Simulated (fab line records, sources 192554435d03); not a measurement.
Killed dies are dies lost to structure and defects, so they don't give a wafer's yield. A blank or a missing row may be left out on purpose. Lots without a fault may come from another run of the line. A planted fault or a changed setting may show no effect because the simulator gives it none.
Split-lot experiment | flow n5_finfet | 7 lots, 21 wafers read, on a route of 1938 steps

THE SPLIT
At N5_BEOL_M6_ETCH_66 (etches SOC in N2/H2, target depth 80 nm, overetch 16 nm, time 120 s), the setting bias_w was moved away from the recipe's 150 W on 9 of the 21 wafers read, by -17.7% to +12.1%. The other wafers ran this setting at the recipe's value.

The reading is taken at the split's own step.

THE READING
rf_vpp_V, in V, at N5_BEOL_M6_ETCH_66 (etches SOC in N2/H2, target depth 80 nm, overetch 16 nm, time 120 s). Fault-free wafers of this fab line usually give 524.9 V, standard deviation 2.9 V.

wafer  | tool, chamber at the split | bias_w as run, W | against the recipe | rf_vpp_V, V | against lot-mates on the recipe
L079.4 | rie_diel-04, 3             | 150              | recipe             | 529.2       | -
L079.5 | rie_diel-04, 2             | 157              | +4.7%              | 538.9       | +9.7
L079.6 | rie_diel-04, 1             | 157              | +4.7%              | 542.5       | +13.3
L078.1 | rie_diel-03, 0             | 123.5            | -17.7%             | 462.6       | no lot-mate on the recipe
L078.2 | rie_diel-03, 3             | 123.5            | -17.7%             | 463.4       | no lot-mate on the recipe
L078.6 | rie_diel-03, 3             | 123.5            | -17.7%             | 464.5       | no lot-mate on the recipe
L082.2 | rie_diel-01, 1             | 150              | recipe             | 527.1       | -
L082.4 | rie_diel-01, 2             | 150              | recipe             | 527.6       | -
L082.6 | rie_diel-01, 3             | 150              | recipe             | 520.7       | -
L088.2 | rie_diel-01, 0             | 168.1            | +12.1%             | 565.2       | +43.1
L088.5 | rie_diel-01, 3             | 150              | recipe             | 522.1       | -
L088.6 | rie_diel-01, 0             | 168.1            | +12.1%             | 561.6       | +39.5
L090.2 | rie_diel-01, 1             | 150              | recipe             | 529.2       | -
L090.3 | rie_diel-01, 0             | 150              | recipe             | 524.3       | -
L090.6 | rie_diel-01, 3             | 158.9            | +5.9%              | 542.5       | +15.8
L092.1 | rie_diel-04, 1             | 150              | recipe             | 527.3       | -
L092.5 | rie_diel-04, 0             | 150              | recipe             | 521.2       | -
L092.6 | rie_diel-04, 1             | 150              | recipe             | 527.3       | -
L094.3 | rie_diel-03, 2             | 150              | recipe             | 528.5       | -
L094.5 | rie_diel-03, 1             | 150              | recipe             | 527.7       | -
L094.6 | rie_diel-03, 2             | 163.5            | +9.0%              | 559.1       | +31.0

THE FIT
A straight line over all 21 wafers: rf_vpp_V changes by +3.42 V for each +1% of bias_w; r = +0.99; the points scatter about the line by 3 V.
The same after taking each lot's own level away (the mean of its wafers on the recipe; 18 wafers): +3.33 V for each +1%; r = +0.98; scatter 2.8 V.
On that fit, the largest move of bias_w shifts the reading by 59 V.
The lots' own levels span 522.10 to 529.20 V, that is 2.4 times the standard deviation above.
So the lot-to-lot level changes the slope little: the two slopes agree.
Check: with one of the wafers moved furthest among these (+12.1%) left out of the fit, the line predicts +37.9 V for it against its lot-mates. It came out at +43.1 V against them.
Tool readings at the split's step, against how far the setting was moved: rf_vpp_V r = +0.99.

OTHER SPLITS ON THESE WAFERS
These wafers also went through other splits before the reading. Each is held against what the fit with the lots' levels taken away leaves over:
other split on the same wafers | wafers away from the commonest value | r with rf_vpp_V (lot level and that fit taken away)
N5_BEOL_M3_ETCH_64 bias_w      | 11                                   | +0.18
N5_BEOL_M5_EXPOSE_08 dose_mj   | 7                                    | -0.32
N5_BEOL_M5_COAT_74 spin_rpm    | 7                                    | +0.04
N5_BEOL_M5_EXPOSE_25 dose_mj   | 10                                   | +0.14

THE WHOLE CHAIN: every reading that the file lists as answering this split, in the file's order
step               | what it does                                                        | reading                                                                          | change (the file's fit)                | r (the file's)
N5_BEOL_M6_ETCH_66 | etches SOC in N2/H2, target depth 80 nm, overetch 16 nm, time 120 s | rf_vpp_V                                                                         | +3.26 V for each +1% of the setting    | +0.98
N5_BEOL_M6_ETCH_66 | etches SOC in N2/H2, target depth 80 nm, overetch 16 nm, time 120 s | SiARC_of_BEOL_M6_COAT_64.thk_nm (the simulator's own value, which no gauge read) | -0.0616 nm for each +1% of the setting | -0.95

THE FILE'S OWN FIT
rf_vpp_V changes by +3.26 V for each +1% of bias_w, r = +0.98.
